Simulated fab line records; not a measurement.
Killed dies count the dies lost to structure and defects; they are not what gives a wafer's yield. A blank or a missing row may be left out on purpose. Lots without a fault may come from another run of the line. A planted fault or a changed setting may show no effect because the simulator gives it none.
Split-lot experiment / flow n5-finfet / on a route of 1938 steps: 7 lots, 21 wafers read

## ON THE SPLIT
At N5_HKMG_FIN_COAT_43 (resist thk 90 nm), the setting spin-rpm was moved away from the recipe's 1500 rpm on 7 of the 21 wafers read, by -8.3% to +5.2%. The other wafers ran this setting at the recipe's value.

## FROM THE SPLIT TO THE READING: what the file shows between them, 4 steps
- N5_HKMG_FIN_EBR_45
- N5_HKMG_FIN_SOFTBAKE_44: time 60 s
- N5_HKMG_FIN_EXPOSE_46: exposes mask NDIPOLE
- N5_HKMG_FIN_PEB_47: peb time 60 s

## THE READING
CAR-ArF_of_HKMG_FIN_COAT_43.thk-nm (the simulator's own value, which no gauge read), in nm, at N5_HKMG_FIN_DEVELOP_48 (develop time 30 s). The file does not state a usual value for it. Across the 14 wafers here that went through the recipe, the average is 88.0 nm and the standard deviation 0.17 nm.

wafer=L079.4; tool, chamber at the split=litho-track-02, 0; spin-rpm as run, rpm=1500; against the recipe=recipe; CAR-ArF_of_HKMG_FIN_COAT_43.thk-nm, nm=87.8; against lot-mates on the recipe=-
wafer=L079.5; tool, chamber at the split=litho-track-02, 0; spin-rpm as run, rpm=1375; against the recipe=-8.3%; CAR-ArF_of_HKMG_FIN_COAT_43.thk-nm, nm=91.8; against lot-mates on the recipe=+3.9
wafer=L079.6; tool, chamber at the split=litho-track-02, 0; spin-rpm as run, rpm=1500; against the recipe=recipe; CAR-ArF_of_HKMG_FIN_COAT_43.thk-nm, nm=88; against lot-mates on the recipe=-
wafer=L089.1; tool, chamber at the split=litho-track-04, 0; spin-rpm as run, rpm=1500; against the recipe=recipe; CAR-ArF_of_HKMG_FIN_COAT_43.thk-nm, nm=88; against lot-mates on the recipe=-
wafer=L089.2; tool, chamber at the split=litho-track-04, 0; spin-rpm as run, rpm=1455; against the recipe=-3.0%; CAR-ArF_of_HKMG_FIN_COAT_43.thk-nm, nm=89.4; against lot-mates on the recipe=+1.3
wafer=L089.3; tool, chamber at the split=litho-track-04, 0; spin-rpm as run, rpm=1500; against the recipe=recipe; CAR-ArF_of_HKMG_FIN_COAT_43.thk-nm, nm=88.2; against lot-mates on the recipe=-
wafer=L090.1; tool, chamber at the split=litho-track-04, 0; spin-rpm as run, rpm=1578; against the recipe=+5.2%; CAR-ArF_of_HKMG_FIN_COAT_43.thk-nm, nm=85.8; against lot-mates on the recipe=-2.3
wafer=L090.2; tool, chamber at the split=litho-track-04, 0; spin-rpm as run, rpm=1500; against the recipe=recipe; CAR-ArF_of_HKMG_FIN_COAT_43.thk-nm, nm=88.2; against lot-mates on the recipe=-
wafer=L090.3; tool, chamber at the split=litho-track-04, 0; spin-rpm as run, rpm=1500; against the recipe=recipe; CAR-ArF_of_HKMG_FIN_COAT_43.thk-nm, nm=88; against lot-mates on the recipe=-
wafer=L092.1; tool, chamber at the split=litho-track-04, 0; spin-rpm as run, rpm=1408; against the recipe=-6.1%; CAR-ArF_of_HKMG_FIN_COAT_43.thk-nm, nm=91; against lot-mates on the recipe=+2.6
wafer=L092.2; tool, chamber at the split=litho-track-04, 0; spin-rpm as run, rpm=1408; against the recipe=-6.1%; CAR-ArF_of_HKMG_FIN_COAT_43.thk-nm, nm=91; against lot-mates on the recipe=+2.6
wafer=L092.4; tool, chamber at the split=litho-track-04, 0; spin-rpm as run, rpm=1500; against the recipe=recipe; CAR-ArF_of_HKMG_FIN_COAT_43.thk-nm, nm=88.4; against lot-mates on the recipe=-
wafer=L091.2; tool, chamber at the split=litho-track-04, 0; spin-rpm as run, rpm=1500; against the recipe=recipe; CAR-ArF_of_HKMG_FIN_COAT_43.thk-nm, nm=88; against lot-mates on the recipe=-
wafer=L091.4; tool, chamber at the split=litho-track-04, 0; spin-rpm as run, rpm=1500; against the recipe=recipe; CAR-ArF_of_HKMG_FIN_COAT_43.thk-nm, nm=88; against lot-mates on the recipe=-
wafer=L091.6; tool, chamber at the split=litho-track-04, 0; spin-rpm as run, rpm=1500; against the recipe=recipe; CAR-ArF_of_HKMG_FIN_COAT_43.thk-nm, nm=88.2; against lot-mates on the recipe=-
wafer=L093.3; tool, chamber at the split=litho-track-04, 0; spin-rpm as run, rpm=1500; against the recipe=recipe; CAR-ArF_of_HKMG_FIN_COAT_43.thk-nm, nm=88; against lot-mates on the recipe=-
wafer=L093.5; tool, chamber at the split=litho-track-04, 0; spin-rpm as run, rpm=1431; against the recipe=-4.6%; CAR-ArF_of_HKMG_FIN_COAT_43.thk-nm, nm=90; against lot-mates on the recipe=+2.0
wafer=L093.6; tool, chamber at the split=litho-track-04, 0; spin-rpm as run, rpm=1431; against the recipe=-4.6%; CAR-ArF_of_HKMG_FIN_COAT_43.thk-nm, nm=90.2; against lot-mates on the recipe=+2.2
wafer=L095.2; tool, chamber at the split=litho-track-02, 0; spin-rpm as run, rpm=1500; against the recipe=recipe; CAR-ArF_of_HKMG_FIN_COAT_43.thk-nm, nm=87.8; against lot-mates on the recipe=-
wafer=L095.4; tool, chamber at the split=litho-track-02, 0; spin-rpm as run, rpm=1500; against the recipe=recipe; CAR-ArF_of_HKMG_FIN_COAT_43.thk-nm, nm=87.8; against lot-mates on the recipe=-
wafer=L095.3; tool, chamber at the split=litho-track-02, 0; spin-rpm as run, rpm=1500; against the recipe=recipe; CAR-ArF_of_HKMG_FIN_COAT_43.thk-nm, nm=88; against lot-mates on the recipe=-

FIT RESULTS
A straight line over all 21 wafers: CAR-ArF_of_HKMG_FIN_COAT_43.thk-nm changes by -0.458 nm for each +1% of spin-rpm; r = -0.99; the points scatter about the line by 0.16 nm.
The same after taking each lot's own level away (the mean of its wafers on the recipe; 21 wafers): -0.447 nm for each +1%; r = -1.00; scatter 0.11 nm.
That fit puts the effect of the largest move of spin-rpm on the reading at 3.7 nm.
The lots' own levels span 87.87 to 88.40 nm, that is 3.2 times the standard deviation above.
The two slopes are in agreement: the lot-to-lot level therefore moves the slope only a little.
Check: +3.64 nm against its lot-mates is what the line predicts for one of the wafers moved furthest among these (-8.3%) when that wafer is left out of the fit. It came out at +3.9 nm against them.

## THE OTHER SPLITS THESE WAFERS WENT THROUGH
Note: prior to the reading, these wafers also went through further splits. Each is held against what the fit with the lots' levels taken away leaves over:
other split on the same wafers=N5_SD_ACTIVATION_LSA_01 temp-c; wafers away from the commonest value=3; r with CAR-ArF_of_HKMG_FIN_COAT_43.thk-nm (lot level and that fit taken away)=-0.30

## THE WHOLE CHAIN: every reading that the file lists as answering this split, in the file's order
step=N5_HKMG_FIN_COAT_43; what it does=resist thk 90 nm; reading=CAR-ArF_of_HKMG_FIN_COAT_43.thk-nm (the simulator's own value, which no gauge read); change (the file's fit)=-0.457 nm for each +1% of the setting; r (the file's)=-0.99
step=N5_HKMG_FIN_DEVELOP_48; what it does=develop time 30 s; reading=CAR-ArF_of_HKMG_FIN_COAT_43.thk-nm (the simulator's own value, which no gauge read); change (the file's fit)=-0.45 nm for each +1% of the setting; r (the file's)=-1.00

## FILE'S OWN FIT
CAR-ArF_of_HKMG_FIN_COAT_43.thk-nm changes by -0.45 nm for each +1% of spin-rpm, r = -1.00.
